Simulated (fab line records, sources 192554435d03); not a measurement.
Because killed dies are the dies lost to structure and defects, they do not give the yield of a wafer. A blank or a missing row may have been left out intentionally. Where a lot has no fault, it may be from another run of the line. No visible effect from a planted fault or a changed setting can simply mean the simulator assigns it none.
Struck lot and sound lot, side by side + flow n5-finfet + 45 steps out of a route of 1938
Sound: these wafers, L234.2, L234.3, L234.4. Struck: wafers L220.1, L220.4. The cause comes at the end.
Each step with rows lists, per side, the tool, then ch with its chambers, then its first start. Under that, the readings that differ: sound wafers + struck wafers + difference of the means + sigmas: that difference in standard deviations of wafers without a fault.
alike: a reading whose means differ by less than 2 such deviations, as well as words and numbers matching on both sides. not compared: withheld readings; readings where some wafer has no value; bounds like >300 that might hide an equal value; numbers whose values overlap and for which the record gives no deviation.
Wherever a step has rows on one side only, a row that says differs or no value, or a row with sigmas, the two part there. When numbers do not overlap yet have no deviation, they are printed without sigmas and do not part them. A reading missing from all wafers of one side parts the sides only when that side holds two or more wafers.

first, 11 steps without rows for these wafers: N5_BEOL_M4_DESCUM_33 (chemistry O2, time 7 s); N5_BEOL_M4_ETCH_77 (etches underlayer in N2/H2, target depth 6.5 nm, time 5.2 s); N5_BEOL_M4_ETCH_69 (etches SiARC in CF4, target depth 15.6 nm, time 26 s); N5_BEOL_M4_ALD_98 (deposits SiO2, target thk 2.5 nm, pulse time 1 s, co reactant pulse time 1 s); N5_BEOL_M4_ETCHBACK_99 (etches SiO2 in CHF3, target depth 5 nm, time 10.4 s); N5_BEOL_M4_ETCH_70 (etches SOC in N2/H2, target depth 80 nm, overetch 24 nm, time 130 s); N5_BEOL_M4_STRIP_71 (strips in N2/H2); N5_BEOL_M4_STRIP_78 (strips in N2/H2); N5_BEOL_M4_VIA_ETCH_34 (etches the open film in C4F6/O2, target depth 69.4 nm, time 65.9 s); N5_BEOL_M4_STRIP_83 (strips in C4F6/O2); N5_BEOL_M4_STRIP_36 (strips in N2/H2).
N5_BEOL_M4_TRENCH_ETCH_37: etches SiOC in C4F6/O2, target depth 55.555 nm, time 29.2 s.
  sound on rie-diel-02 ch 0,1,2, day 14 18:52; struck on rie-diel-02 ch 2,3, day 10 03:51
| reading                                    | sound             | struck     | difference | sigmas |
|--------------------------------------------|-------------------|------------|------------|--------|
| run-length-s (s)                           | 52.7 52.6 52.5    | 44.6 44.6  | -8.0       | -21    |
| model.etch.depth-nm (nm)                   | 54.58 54.59 55.37 | 40.2 39.68 | -14.9      |        |
| model.BEOL_M4.feature-depth-nm (nm)        | 54.6 54.6 55.4    | 40.2 39.6  | -15.0      |        |
| model.TiN_of_BEOL_M4_HM_DEP_02.thk-nm (nm) | 17.8 17.4 17.6    | 18.4 18.4  | +0.8       |        |
  alike: drypump-motor-current-A, oes-product-au, rf-vpp-V, showerhead-plenum-p-Torr, throttle-valve-pct
  not compared: rf-hours-counter-h
then, 2 steps without rows for these wafers: N5_BEOL_M4_ETCH_41 (etches SiCN in CH3F/O2, target depth 29.9 nm, time 52.5 s); N5_BEOL_M4_STRIP_97 (strips in N2/H2, time 10 s).
N5_BEOL_M4_OCD_MEAS_38:
  sound on ocd-02, day 14 19:02; struck on ocd-01, day 10 04:01
| reading              | sound          | struck    | difference | sigmas |
|----------------------|----------------|-----------|------------|--------|
| trench-depth-nm (nm) | 54.7 54.9 56.1 | 40.2 39.7 | -15.3      | -12    |
then, 25 steps without rows for these wafers: N5_BEOL_M4_HM_STRIP_39 (strips TiN in peroxide tin strip, target depth 25 nm, time 158 s); N5_BEOL_M4_SRD_40 (time 30 s); N5_BEOL_M4_PRECLEAN_42 (cleans in residue remover, time 60 s); N5_BEOL_M4_SRD_43 (time 30 s); N5_BEOL_M4_DEGAS_44 (time 60 s); N5_BEOL_M4_PRE_CLEAN_45 (time 30 s); N5_BEOL_M4_ALD_84 (deposits TaN, pulse time 2 s, purge time 3 s, co reactant purge time 2 s); N5_BEOL_M4_SURFACE_TREAT_85; N5_BEOL_M4_CVD_47 (deposits Co from CCTBA/H2, target thk 3 nm, time 223.8 s); N5_BEOL_M4_SPUTTER_48 (material Cu, target thk 4.5 nm, time 8.29 s); N5_BEOL_M4_ANNEAL_49 (time 240 s); N5_BEOL_M4_SPUTTER_79 (material Cu, target thk 4.5 nm, time 8.29 s); N5_BEOL_M4_ANNEAL_80 (time 240 s); N5_BEOL_M4_SPUTTER_81 (material Cu, target thk 4.5 nm, time 8.29 s); N5_BEOL_M4_ANNEAL_82 (time 240 s); N5_BEOL_M4_SPUTTER_86 (material Cu, target thk 4.5 nm, time 8.29 s); N5_BEOL_M4_ANNEAL_87 (time 240 s); N5_BEOL_M4_SPUTTER_88 (material Cu, target thk 4.5 nm, time 8.29 s); N5_BEOL_M4_ANNEAL_89 (time 240 s); N5_BEOL_M4_SPUTTER_90 (material Cu, target thk 4.5 nm, time 8.29 s); N5_BEOL_M4_ANNEAL_91 (time 240 s); N5_BEOL_M4_SPUTTER_92 (material Cu, target thk 4.5 nm, time 8.29 s); N5_BEOL_M4_ANNEAL_93 (time 240 s); N5_BEOL_M4_SPUTTER_94 (material Cu, target thk 4.5 nm, time 8.29 s); N5_BEOL_M4_ANNEAL_95 (time 240 s).
N5_BEOL_M4_CMP_52: polishes, stops on SiOC, t overpolish 6.8 s, target thk 40 nm.
  sound on cmp-02 ch 0,1,2, day 15 03:14; struck on cmp-01 ch 1,3, day 10 07:58
| reading                                | sound        | struck    | difference | sigmas |
|----------------------------------------|--------------|-----------|------------|--------|
| model.Cu_of_BEOL_M4_ECD_50.thk-nm (nm) | 36.6 37.2 38 | 27.6 25.2 | -10.9      |        |
  alike: barrier-field-endpoint-s, motor-current-A, overpolish-run-s, platen-rpm, time-to-endpoint-s
N5_BEOL_M4_THK_MEAS_53: measures by xrf.
  sound on film-metro-01, day 15 03:32; struck on film-metro-02, day 10 08:13
| reading     | sound          | struck    | difference | sigmas |
|-------------|----------------|-----------|------------|--------|
| M4_THK (nm) | 36.3 36.9 37.8 | 27.6 25.2 | -10.6      | -6     |
N5_BEOL_M4_RS_MEAS_58: a four-point-probe measurement.
  sound on film-metro-01, day 15 03:48; struck on film-metro-02, day 10 08:29
| reading        | sound          | struck    | difference | sigmas |
|----------------|----------------|-----------|------------|--------|
| M4_RS (ohm/sq) | 0.75 0.74 0.71 | 1.09 1.24 | +0.43      | +12    |
N5_BEOL_M4_RC_MEAS_101:
  sound on prober-02 ch 0, day 15 04:00; struck on prober-02 ch 0, day 10 08:32
| reading                   | sound       | struck  | difference | sigmas |
|---------------------------|-------------|---------|------------|--------|
| SERP_M4 (ohm/um)          | 227 223 206 | 306 368 | +118       | +8     |
| SERP_M4_max_site (ohm/um) | 242 234 233 | 326 399 | +126       | +7     |
  alike: DIBL_N, DIBL_P, IOFF_N, IOFF_P, ION_N, ION_P, SS_N, SS_P, VT_N, VT_P
-- here the record skips 5 days between the struck wafers' starts before and after, leaving off in module BEOL_M4 and picking up in module PASSIVATION (first step shown: number 1936 of the route) --
N5_PASSIVATION_PROBE_49:
  sound on prober-02, day 19 06:55; struck on prober-01, day 15 00:47
| reading              | sound    | struck    | difference | sigmas      |
|----------------------|----------|-----------|------------|-------------|
| killed_at_M0_to_M3   | 47 41 38 | 26 17     | -20        | -2          |
| killed_at_M4_up      | 16 14 10 | 19 58     | +25        | +4          |
| sort_bin_8_speed (%) | 0 0 0    | 0.51 4.07 | +2.29      | +99 or more |
  alike: defect-limited-yield, killed-at-contacts, killed-at-front-end, killed-at-other, killed-dies, killed-open, killed-short, sort_bin_5_function, sort_bin_6_memory, sort-n-pass

WHERE THEY PART
At N5_BEOL_M4_TRENCH_ETCH_37 first; at N5_PASSIVATION_PROBE_49 last (within this record only).

WHY: what the simulator had put in
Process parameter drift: rie-diel-02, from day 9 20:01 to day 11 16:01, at N5_BEOL_M4_TRENCH_ETCH_37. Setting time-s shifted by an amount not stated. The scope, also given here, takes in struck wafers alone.
